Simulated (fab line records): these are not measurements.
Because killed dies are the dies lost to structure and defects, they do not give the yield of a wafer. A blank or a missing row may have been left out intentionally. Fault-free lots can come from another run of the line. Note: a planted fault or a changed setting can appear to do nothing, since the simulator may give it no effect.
fab line records    flow n5Finfet
record lots=7  wafers=21
route steps=1938 shown BEOL_M7@1266 BEOL_M8@1377 BEOL_M9@1419 BEOL_M11@1539
startH: start of the lot's first displayed wafer, in hours after the record's first day    waitH: hours since the lot's step before    " identical to the entry in the row above    L1.1+2: several wafers, shown together as one row    - no value, or no start given    * or withheld: withheld    < > ~ a bound
route shown NAME@n: names a module that has steps shown in the file, with the first one's number in the route    usual: the fault-free wafers' mean and standard deviation    same: alike in all rows    chamber/n: place in a boat    sites: each site's reading    _std_site: the values' standard deviation    _edge_site: outer sites' mean less inner sites'    radiusMm: how far each site lies from the wafer's centre    mask NAME#n: copy n    behind: the tool/chamber that last shaped the wafer    hold: why the lot was held/for how many hours/how that ended    device: whichever transistor did not switch (one of n, p or np)    end of line: at the end of the route, the tests of the same wafers    step lacking rows: just its recipe    killed: at the first sort, the dies lost to defects and structure; wafer yield is something else    map: dies across one wafer; x = killed, . = not, _ = none there
set.NAME: the setting the step ran with; set.NAME@STEP: the setting that earlier step ran with    model.NAME: the simulator's own value behind a step, which no gauge read
lots with deliberately changed settings; one table per step, one row per wafer
## steps
# step N5_BEOL_M7_PECVD_70
# recipe material=SiO2  targetThkA=200  tempC=400  precursor=TEOS/O2  pressureTorr=5.5  rfW=450  teosFlowSccm=53.8  gas=O2  flowSccm=3000  timeS=22.7
lot.wafer  tool      chamber  startH  waitH  set.tempC  model.SiO2_of_BEOL_M7_PECVD_70.thkNm
L074.1+2   pecvd-01  0,1      185.33  0.0    400        19.4
L074.5     "         0        "       "      400        19.8
L082.2     pecvd-03  0        240.20  0.0    416.8      17.8
L082.5     "         0        "       "      416.8      18.2
L082.6     "         1        "       "      400        20
L084.4     pecvd-03  2        261.22  0.1    400        20
L084.5     "         0        "       "      400        20.4
L084.6     "         1        "       "      414.6      18
L086.1     pecvd-01  0        261.97  0.0    400        20
L086.4     "         2        "       "      386.7      22
L086.5     "         0        "       "      400        20.2
L091.1     pecvd-04  1        292.14  0.0    400        19.8
L091.4     "         0        "       "      400        19.6
L091.5     "         2        "       "      400        20.6
L092.3     pecvd-01  0        305.82  0.0    400        19.6
L092.5+6   "         1,0      "       "      400        20
L093.3     pecvd-03  2        319.56  0.1    410.2      18.2
L093.4     "         0        "       "      410.2      18.4
L093.6     "         0        "       "      400        20.2
# step N5_BEOL_M7_HM_DEP_02
# recipe material=TiN  targetThkA=200  tempC=25  chamberPressurePa=0.49996
# step N5_BEOL_M7_COAT_59
# recipe resist=SOC  tempC=250  timeS=60  spinRpm=1500  resistThkNm=100
# step N5_BEOL_M7_STRIP_80
# recipe chemistry=N2/H2  timeS=10  powerW=450  tempC=40  pressureMtorr=20  rfFrequencyHz=6e+07  biasPowerW=7  n2FlowSccm=200  h2FlowSccm=200
# step N5_BEOL_M7_HM_STRIP_39
# recipe chemistry=peroxideTinStrip  material=TiN  targetDepthA=250  tempC=50  timeS=158
lot.wafer  tool         chamber  startH  waitH  set.tempC@BEOL_M7_PECVD_70  model.SiO2_of_BEOL_M7_PECVD_70.thkNm
L074.1+2   wetBench-01  6,7      190.33  0.0    400                         19.4
L074.5     "            0        "       "      400                         19.6
L082.2     wetBench-03  1        245.75  0.0    416.8                       17.6
L082.5     "            7        "       "      416.8                       18
L082.6     "            3        "       "      400                         20
L084.4     wetBench-03  1        265.79  0.0    400                         19.8
L084.5     "            5        "       "      400                         20.2
L084.6     "            3        "       "      414.6                       18
L086.1     wetBench-02  2        268.65  0.0    400                         19.8
L086.4     "            6        "       "      386.7                       21.8
L086.5     "            7        "       "      400                         20.2
L091.1     wetBench-03  1        296.79  0.0    400                         19.8
L091.4     "            0        "       "      400                         19.4
L091.5     "            2        "       "      400                         20.4
L092.3     wetBench-01  7        313.34  0.1    400                         19.6
L092.5     "            2        "       "      400                         20
L092.6     "            0        "       "      400                         19.8
L093.3     wetBench-02  3        324.62  0.0    410.2                       18.2
L093.4     "            7        "       "      410.2                       18.4
L093.6     "            5        "       "      400                         20
# step N5_BEOL_M8_TRENCH_ETCH_37
# recipe chemistry=C4F6/O2  targetDepthA=934.78  target=SiCOH_lowk  timeS=31.2  ionEnergyEv=250  pressureMtorr=30  sourceW=345  biasW=185  Ar_flow_sccm=300  C4F6_flow_sccm=10  O2_flow_sccm=10
# usual rfVppV=664/12
lot.wafer  tool        chamber  startH  waitH  set.sourceW  rfVppV  model.etch.depthNm  model.BEOL_M8.featureDepthNm
L074.1     rieDiel-03  3        -       -      345          685     96.51               96.6
L074.2     "           0        "       "      345          659     93.16               93.2
L074.5     "           0        "       "      345          658     93.41               93.4
L082.2     rieDiel-04  1        -       -      345          650     96.3                96.2
L082.5     "           3        "       "      391.8        616     100.2               100.2
L082.6     "           1        "       "      345          650     96.13               96.2
L086.1     rieDiel-06  0        -       -      285.4        740     86.55               86.6
L086.4     "           0        "       "      345          670     93.86               93.8
L086.5     "           1        "       "      345          673     94.65               94.6
L084.4     rieDiel-03  1        -       -      288.8        715     86.22               86.2
L084.5     "           3        "       "      345          685     96.67               96.6
L084.6     "           0        "       "      345          659     92.6                92.6
L091.1     rieDiel-04  2        -       -      399.1        604     101.1               101.2
L091.4     "           1        "       "      345          650     94.76               94.8
L091.5     "           2        "       "      399.1        602     100.1               100
L092.3     rieDiel-06  1        -       -      345          673     93.79               93.8
L092.5     "           0        "       "      319.5        698     90.37               90.4
L092.6     "           1        "       "      345          673     93.58               93.6
L093.3     rieDiel-06  3        -       -      394.6        611     97.62               97.6
L093.4     "           0        "       "      345          670     92                  92
L093.6     "           3        "       "      345          656     91.87               91.8
# step N5_BEOL_M8_ETCH_41
# recipe chemistry=CH3F/O2  target=SiCN  targetDepthA=319  taperDeg=2  timeS=57.8  ionEnergyEv=120  maskMaterial=TiN  pressureMtorr=30  sourceW=395  biasW=75  Ar_flow_sccm=150  CH3F_flow_sccm=30  O2_flow_sccm=20
# step N5_BEOL_M8_STRIP_80
# recipe chemistry=N2/H2  timeS=10  powerW=450  tempC=40  pressureMtorr=20  rfFrequencyHz=6e+07  biasPowerW=7  n2FlowSccm=200  h2FlowSccm=200
# step N5_BEOL_M8_OCD_MEAS_38
# usual trenchDepthNm=93.5/1.7
lot.wafer  tool    chamber  startH  waitH  set.sourceW@BEOL_M8_TRENCH_ETCH_37  trenchDepthNm
L074.1     ocd-02  -        198.68  -      345                                 96.4
L074.2     "       -        "       "      345                                 93.1
L074.5     "       -        "       "      345                                 93.4
L082.2     ocd-01  -        258.81  -      345                                 96.2
L082.5     "       -        "       "      391.8                               100.2
L082.6     "       -        "       "      345                                 96.3
L086.1     ocd-02  -        275.45  -      285.4                               86.9
L086.4     "       -        "       "      345                                 93.7
L086.5     "       -        "       "      345                                 94.7
L084.4     ocd-01  -        275.55  -      288.8                               86.5
L084.5     "       -        "       "      345                                 96.7
L084.6     "       -        "       "      345                                 92.6
L091.1     ocd-01  -        303.13  -      399.1                               101.5
L091.4     "       -        "       "      345                                 95.2
L091.5     "       -        "       "      399.1                               99.9
L092.3     ocd-01  -        321.70  -      345                                 93.7
L092.5     "       -        "       "      319.5                               89.9
L092.6     "       -        "       "      345                                 93.8
L093.3     ocd-01  -        332.07  -      394.6                               97.7
L093.4     "       -        "       "      345                                 92.3
L093.6     "       -        "       "      345                                 91.6
# step N5_BEOL_M8_HM_STRIP_39
# recipe chemistry=peroxideTinStrip  material=TiN  targetDepthA=250  tempC=50  timeS=158
# step N5_BEOL_M8_SRD_40
# recipe timeS=30  tempC=23  rinseLiquid=diw  dry=ipaMarangoni
# step N5_BEOL_M8_ECD_50
# recipe material=Cu  targetThkA=3000
# step N5_BEOL_M8_ANNEAL_51
# recipe tempC=225  timeS=90  ambient=N2
# step N5_BEOL_M8_CMP_52
# recipe stopOn=SiCOH_lowk  tOverpolishS=6.9  downForcePsi=1  platenRpm=50  clearingPlatenDownForcePsi=1.5  clearingPlatenRpm=50  postCmpClean=cuAlkaline  targetThkNm=80  clearingPlatenPadVelocityMS=0.99484  padVelocityMS=0.99484
lot.wafer  tool    chamber  startH  waitH  set.sourceW@BEOL_M8_TRENCH_ETCH_37  model.Cu_of_BEOL_M8_ECD_50.thkNm
L074.2+5   cmp-04  1        201.29  0.2    345                                 80.2
L074.1     "       2        "       "      345                                 83.6
L082.2     cmp-01  3        261.80  0.2    345                                 84
L082.5     "       3        "       "      391.8                               87.6
L082.6     "       0        "       "      345                                 83.2
L086.4     cmp-04  3        277.73  0.1    345                                 80
L086.1     "       0        "       "      285.4                               71.6
L086.5     "       3        "       "      345                                 80.2
L084.4     cmp-02  1        277.97  0.2    288.8                               72.6
L084.6     "       0        "       "      345                                 79.4
L084.5     "       1        "       "      345                                 84
L091.4     cmp-01  1        306.99  0.2    345                                 80.4
L091.1     "       3        "       "      399.1                               89
L091.5     "       0        "       "      399.1                               85.6
L092.3     cmp-04  1        323.53  0.2    345                                 79.4
L092.5     "       0        "       "      319.5                               77.2
L092.6     "       1        "       "      345                                 79.8
L093.3     cmp-01  2        335.78  0.2    394.6                               83.8
L093.4     "       3        "       "      345                                 79.6
L093.6     "       2        "       "      345                                 77.6
# step N5_BEOL_M8_THK_MEAS_53
# recipe thkMeasGauge=xrf  reads=Cu_of_BEOL_M8_ECD_50
# usual M8_THK=79.7/2
lot.wafer  tool          chamber  startH  waitH  set.sourceW@BEOL_M8_TRENCH_ETCH_37  M8_THK[nm]
L074.1     filmMetro-02  -        201.55  -      345                                 83.2
L074.2     "             -        "       "      345                                 80.0
L074.5     "             -        "       "      345                                 79.5
L082.2     filmMetro-02  -        262.10  -      345                                 84.1
L082.5     "             -        "       "      391.8                               88.0
L082.6     "             -        "       "      345                                 83.6
L086.1     filmMetro-01  -        278.03  -      285.4                               70.7
L086.4     "             -        "       "      345                                 79.0
L086.5     "             -        "       "      345                                 79.0
L084.4     filmMetro-01  -        278.22  -      288.8                               72.2
L084.5     "             -        "       "      345                                 83.3
L084.6     "             -        "       "      345                                 78.9
L091.1     filmMetro-01  -        307.25  -      399.1                               89.7
L091.4     "             -        "       "      345                                 80.6
L091.5     "             -        "       "      399.1                               85.8
L092.3     filmMetro-02  -        323.79  -      345                                 78.5
L092.5     "             -        "       "      319.5                               76.4
L092.6     "             -        "       "      345                                 78.4
L093.3     filmMetro-01  -        336.04  -      394.6                               82.9
L093.4     "             -        "       "      345                                 78.3
L093.6     "             -        "       "      345                                 76.5
# step N5_BEOL_M8_PRE_CLEAN_55
# recipe gas=NH3  timeS=15  tempC=withheld  rfPowerW=300
# step N5_BEOL_M8_DEP_56
# recipe material=SiCN  targetThkA=100  tempC=withheld  precursor=3MS/NH3  pressureTorr=3  rfW=202  timeS=17.5
# step N5_BEOL_M8_RS_MEAS_57
# recipe thkMeasGauge=four-point-probe  reads=Cu_of_BEOL_M8_ECD_50+Co_of_BEOL_M8_CVD_78+TaN_of_BEOL_M8_ALD_77
# usual M8_RS=0.286/0.0077
lot.wafer  tool          chamber  startH  waitH  set.sourceW@BEOL_M8_TRENCH_ETCH_37  M8_RS[ohm/sq]
L074.1     filmMetro-02  -        201.68  0.1    345                                 0.272
L074.2     "             -        "       "      345                                 0.286
L074.5     "             -        "       "      345                                 0.286
L082.2     filmMetro-02  -        262.23  0.1    345                                 0.270
L082.5     "             -        "       "      391.8                               0.257
L082.6     "             -        "       "      345                                 0.273
L086.1     filmMetro-02  -        278.16  0.1    285.4                               0.327
L086.4     "             -        "       "      345                                 0.287
L086.5     "             -        "       "      345                                 0.286
L084.4     filmMetro-02  -        278.35  0.0    288.8                               0.321
L084.5     "             -        "       "      345                                 0.271
L084.6     "             -        "       "      345                                 0.288
L091.1     filmMetro-02  -        307.39  0.1    399.1                               0.253
L091.4     "             -        "       "      345                                 0.285
L091.5     "             -        "       "      399.1                               0.264
L092.3     filmMetro-01  -        323.93  0.1    345                                 0.288
L092.5     "             -        "       "      319.5                               0.297
L092.6     "             -        "       "      345                                 0.286
L093.3     filmMetro-02  -        336.20  0.1    394.6                               0.271
L093.4     "             -        "       "      345                                 0.288
L093.6     "             -        "       "      345                                 0.296
# step N5_BEOL_M9_ETCH_62
# recipe chemistry=N2/H2  target=SOC  targetDepthA=1100  overetchA=220  maskMaterial=SiARC  tempC=40  timeS=165  ionEnergyEv=200  pressureMtorr=30  sourceW=840  biasW=150  n2FlowSccm=200  h2FlowSccm=200
# usual rfVppV=524.0/2.7
lot.wafer  tool        chamber  startH  waitH  set.sourceW  rfVppV
L074.1     rieDiel-02  1        204.05  0.0    840          527.0
L074.2     "           3        "       "      840          520.8
L074.5     "           3        "       "      840          520.4
L082.2     rieDiel-02  1        265.14  0.0    840          524.1
L082.5     "           0        "       "      840          523.9
L082.6     "           3        "       "      753.8        538.4
L086.1     rieDiel-05  2        281.62  0.0    840          526.0
L086.4     "           0        "       "      840          526.6
L086.5     "           1        "       "      716.9        548.3
L084.4     rieDiel-05  0        282.32  0.0    800.2        535.4
L084.5     "           0        "       "      800.2        535.8
L084.6     "           3        "       "      840          525.5
L091.1     rieDiel-02  1        309.55  0.0    840          525.1
L091.4     "           2        "       "      840          521.7
L091.5     "           3        "       "      980.1        493.3
L092.3     rieDiel-05  3        325.79  0.0    840          526.2
L092.5     "           3        "       "      840          526.3
L092.6     "           1        "       "      840          519.3
L093.3     rieDiel-01  3        338.00  0.0    840          518.2
L093.4     "           0        "       "      840          519.8
L093.6     "           1        "       "      840          523.7
# step N5_BEOL_M9_COAT_64
# recipe resist=SiARC  tempC=220  timeS=60  spinRpm=1500  resistThkNm=12
lot.wafer   tool           chamber  startH  waitH  set.spinRpm  model.SiARC_of_BEOL_M9_COAT_64.thkNm
L074.1+2+5  lithoTrack-03  0        -       -      1500         12
L082.2      lithoTrack-03  0        -       -      1500         12
L082.5+6    "              0        "       "      1373         12.4
L086.1      lithoTrack-05  0        -       -      1654         11.4
L086.4+5    "              0        "       "      1500         12
L084.4      lithoTrack-03  0        -       -      1644         11.6
L084.5+6    "              0        "       "      1500         12
L091.1+4+5  lithoTrack-05  0        -       -      1500         12
L092.3+6    lithoTrack-05  0        -       -      1500         12
L092.5      "              0        "       "      1585         11.8
L093.3+4    lithoTrack-03  0        -       -      1610         11.6
L093.6      "              0        "       "      1500         12
# step N5_BEOL_M9_COAT_75
# recipe resist=underlayer  tempC=205  timeS=60  spinRpm=1500  resistThkNm=5
# step N5_BEOL_M9_COAT_22
# recipe resist=CAR-EUV  spinRpm=1500  resistThkNm=30
# step N5_BEOL_M9_DESCUM_33
# recipe chemistry=O2  timeS=7  sourcePowerW=50  biasPowerW=20  pressureMtorr=20  rfFrequencyHz=2.712e+07  tempC=40  resist=CAR-EUV  o2FlowSccm=225
# step N5_BEOL_M9_ETCH_76
# recipe chemistry=N2/H2  target=underlayer  targetDepthA=65  maskMaterial=CAR-EUV  timeS=5.2  ionEnergyEv=200  pressureMtorr=30  sourceW=840  biasW=150  n2FlowSccm=200  h2FlowSccm=200  ends=cleared
# step N5_BEOL_M9_ETCH_65
# recipe chemistry=CF4  target=SiARC  targetDepthA=156  maskMaterial=CAR-EUV  timeS=26  ionEnergyEv=80  pressureMtorr=40  sourceW=545  biasW=36  Ar_flow_sccm=100  cf4FlowSccm=100  ends=cleared
lot.wafer  tool        chamber  startH  waitH  set.spinRpm@BEOL_M9_COAT_64  model.etch.depthNm  model.CAR-EUV_of_BEOL_M9_COAT_22.thkNm
L074.1     rieDiel-01  1        206.09  0.0    1500                         11.97               11.2
L074.2     "           2        "       "      1500                         11.95               11.2
L074.5     "           0        "       "      1500                         11.94               11.2
L082.2     rieDiel-05  0        267.82  0.0    1500                         11.93               11.2
L082.5     "           2        "       "      1373                         12.48               10.4
L082.6     "           1        "       "      1373                         12.45               10.8
L086.1     rieDiel-02  0        282.62  0.0    1654                         11.42               11.6
L086.4     "           3        "       "      1500                         11.99               11.2
L086.5     "           3        "       "      1500                         12.02               11.2
L084.4     rieDiel-01  2        284.91  0.0    1644                         11.53               11.6
L084.5     "           2        "       "      1500                         12.02               11
L084.6     "           3        "       "      1500                         12.06               11
L091.1     rieDiel-02  2        313.42  0.0    1500                         11.98               11.4
L091.4+5   "           3,2      "       "      1500                         11.96               11.4
L092.3+6   rieDiel-01  1,0      328.13  0.0    1500                         11.98               11.2
L092.5     "           3        "       "      1585                         11.7                11.6
L093.3     rieDiel-01  2        338.89  0.0    1610                         11.6                11.4
L093.4     "           3        "       "      1610                         11.59               11.6
L093.6     "           0        "       "      1500                         11.98               11.2
# step N5_BEOL_M9_ETCH_66
# recipe chemistry=N2/H2  target=SOC  targetDepthA=800  overetchA=160  maskMaterial=SiARC  tempC=40  timeS=120  ionEnergyEv=200  pressureMtorr=30  sourceW=840  biasW=150  n2FlowSccm=200  h2FlowSccm=200
lot.wafer   tool        chamber  startH  waitH  set.spinRpm@BEOL_M9_COAT_64  model.SiARC_of_BEOL_M9_COAT_64.thkNm
L074.1      rieDiel-01  1        206.11  0.0    1500                         6.6
L074.2+5    "           2,0      "       "      1500                         6.4
L082.2      rieDiel-05  0        267.85  0.0    1500                         6
L082.5      "           2        "       "      1373                         7.2
L082.6      "           1        "       "      1373                         7
L086.1      rieDiel-02  0        282.65  0.0    1654                         5.6
L086.4+5    "           3        "       "      1500                         6.6
L084.4      rieDiel-01  2        284.94  0.0    1644                         6
L084.5+6    "           2,3      "       "      1500                         6.4
L091.1+4+5  rieDiel-02  2,3,2    313.45  0.0    1500                         6.4
L092.3      rieDiel-01  1        328.16  0.0    1500                         6.6
L092.5      "           3        "       "      1585                         6
L092.6      "           0        "       "      1500                         6.4
L093.3+4    rieDiel-01  2,3      338.92  0.0    1610                         6
L093.6      "           0        "       "      1500                         6.4
# step N5_BEOL_M11_PECVD_70
# recipe material=SiO2  targetThkA=200  tempC=400  precursor=TEOS/O2  pressureTorr=5.5  rfW=450  teosFlowSccm=53.8  gas=O2  flowSccm=3000  timeS=22.7
lot.wafer  tool      chamber  startH  waitH  set.timeS  model.SiO2_of_BEOL_M11_PECVD_70.thkNm
L074.1     pecvd-01  1        218.56  0.0    22.7       19.8
L074.2+5   "         2        "       "      22.7       20
L082.2+5   pecvd-03  1,0      279.52  0.0    22.7       20.2
L082.6     "         1        "       "      22.7       20.4
L084.4     pecvd-03  0        294.81  0.1    22.7       20.2
L084.5     "         1        "       "      22.7       20.4
L084.6     "         2        "       "      22.7       20
L086.1     pecvd-04  2        295.85  0.0    20.69      18
L086.4     "         2        "       "      20.69      18.4
L086.5     "         1        "       "      22.7       20.2
L091.1     pecvd-03  0        327.32  0.0    23.75      20.6
L091.4     "         2        "       "      22.7       19.6
L091.5     "         0        "       "      22.7       20
L092.3     pecvd-01  1        339.40  0.0    22.7       19.8
L092.5     "         1        "       "      22.7       20
L092.6     "         2        "       "      23.61      20.2
L093.3     pecvd-01  2        352.13  0.1    22.7       19.8
L093.4     "         1        "       "      19.78      17.8
L093.6     "         1        "       "      19.78      17.6
## key
split step=N5_BEOL_M7_PECVD_70  setting=tempC  stated=400  by=wafer
response step=N5_BEOL_M7_PECVD_70  reading=model.SiO2_of_BEOL_M7_PECVD_70.thkNm  change=-0.569  per=1%  r=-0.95
response step=N5_BEOL_M7_HM_STRIP_39  reading=model.SiO2_of_BEOL_M7_PECVD_70.thkNm  change=-0.554  per=1%  r=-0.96
split step=N5_BEOL_M8_TRENCH_ETCH_37  setting=sourceW  stated=345  by=wafer
response step=N5_BEOL_M8_TRENCH_ETCH_37  reading=rfVppV  change=-3.19  per=1%  r=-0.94
response step=N5_BEOL_M8_TRENCH_ETCH_37  reading=model.etch.depthNm  change=+0.416  per=1%  r=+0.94
response step=N5_BEOL_M8_TRENCH_ETCH_37  reading=model.BEOL_M8.featureDepthNm  change=+0.414  per=1%  r=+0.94
response step=N5_BEOL_M8_OCD_MEAS_38  reading=trenchDepthNm  change=+0.408  per=1%  r=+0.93
response step=N5_BEOL_M8_CMP_52  reading=model.Cu_of_BEOL_M8_ECD_50.thkNm  change=+0.438  per=1%  r=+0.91
response step=N5_BEOL_M8_THK_MEAS_53  reading=M8_THK  change=+0.439  per=1%  r=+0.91
response step=N5_BEOL_M8_RS_MEAS_57  reading=M8_RS  change=-0.00188  per=1%  r=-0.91
split step=N5_BEOL_M9_ETCH_62  setting=sourceW  stated=840  by=wafer
response step=N5_BEOL_M9_ETCH_62  reading=rfVppV  change=-1.64  per=1%  r=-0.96
split step=N5_BEOL_M9_COAT_64  setting=spinRpm  stated=1500  by=wafer
response step=N5_BEOL_M9_COAT_64  reading=model.SiARC_of_BEOL_M9_COAT_64.thkNm  change=-0.0491  per=1%  r=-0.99
response step=N5_BEOL_M9_ETCH_65  reading=model.etch.depthNm  change=-0.0556  per=1%  r=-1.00
response step=N5_BEOL_M9_ETCH_65  reading=model.CAR-EUV_of_BEOL_M9_COAT_22.thkNm  change=+0.0547  per=1%  r=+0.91
response step=N5_BEOL_M9_ETCH_66  reading=model.SiARC_of_BEOL_M9_COAT_64.thkNm  change=-0.0822  per=1%  r=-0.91
split step=N5_BEOL_M11_PECVD_70  setting=timeS  stated=22.7  by=wafer
response step=N5_BEOL_M11_PECVD_70  reading=model.SiO2_of_BEOL_M11_PECVD_70.thkNm  change=+0.176  per=1%  r=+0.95
